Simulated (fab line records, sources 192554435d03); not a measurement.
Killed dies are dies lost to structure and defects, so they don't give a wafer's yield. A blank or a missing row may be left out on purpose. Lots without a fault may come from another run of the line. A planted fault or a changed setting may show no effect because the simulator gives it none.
Chamber matching | flow n5_finfet | N5_BEOL_M10_CURE_71 on uv_cure-02: 3 sister chambers
The step cures SiCOH lowk, time 240 s. 6 wafers are shown with their chamber, then 10 later ones without.

WAFERS WITH THEIR CHAMBER
wafer  | chamber | wafer_temp_C_max | lamp_power_pct (%)
L081.3 | 2       | 387.6            | 52.30
L081.6 | 2       | 387.5            | 52.21
L079.3 | 0       | 387.5            | 52.33
L079.6 | 0       | 388.6            | 52.22
L085.2 | 1       | 385.3            | 52.30
L085.3 | 1       | 385.7            | 52.33

WAFERS WITHOUT THEIR CHAMBER
wafer  | wafer_temp_C_max | lamp_power_pct (%)
L085.4 | 385.9            | 52.31
L096.1 | 387.2            | 52.42
L096.3 | 386.7            | 52.32
L096.5 | 386.5            | 52.40
L096.2 | 386.5            | 52.33
L096.4 | 386.2            | 52.26
L096.6 | 386.4            | 52.30
L097.2 | 386.2            | 52.29
L097.3 | 387.0            | 52.35
L097.5 | 386.2            | 52.35

WHICH CHAMBER EACH WENT THROUGH
wafer  | from the rows above          | in truth
L085.4 | 1                            | 1
L096.1 | can't be placed: 2 or 0 or 1 | 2
L096.3 | can't be placed: 2 or 1 or 0 | 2
L096.5 | can't be placed: 1 or 2 or 0 | 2
L096.2 | can't be placed: 1 or 2 or 0 | 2
L096.4 | can't be placed: 1 or 2      | 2
L096.6 | can't be placed: 1 or 2 or 0 | 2
L097.2 | can't be placed: 1 or 2      | 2
L097.3 | can't be placed: 2 or 0 or 1 | 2
L097.5 | can't be placed: 1 or 2      | 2
Placed correctly: 1 of 10. Can't be placed from these rows: 9 (the true chamber is among the candidates in 9). Placed wrongly: 0.
How it was worked out, from the rows above alone: a wafer's distance from a chamber is the root of the sum, over the readings, of the square of ((its reading less the chamber's mean) divided by the reading's scatter). The wafer belongs to the nearest chamber; if the next one is less than 2 further off, it can't be placed. A chamber's mean is the mean of its shown wafers. The scatter: the root of (the sum of the squares of (reading less its chamber's mean) over the shown wafers, divided by (wafers less chambers)).
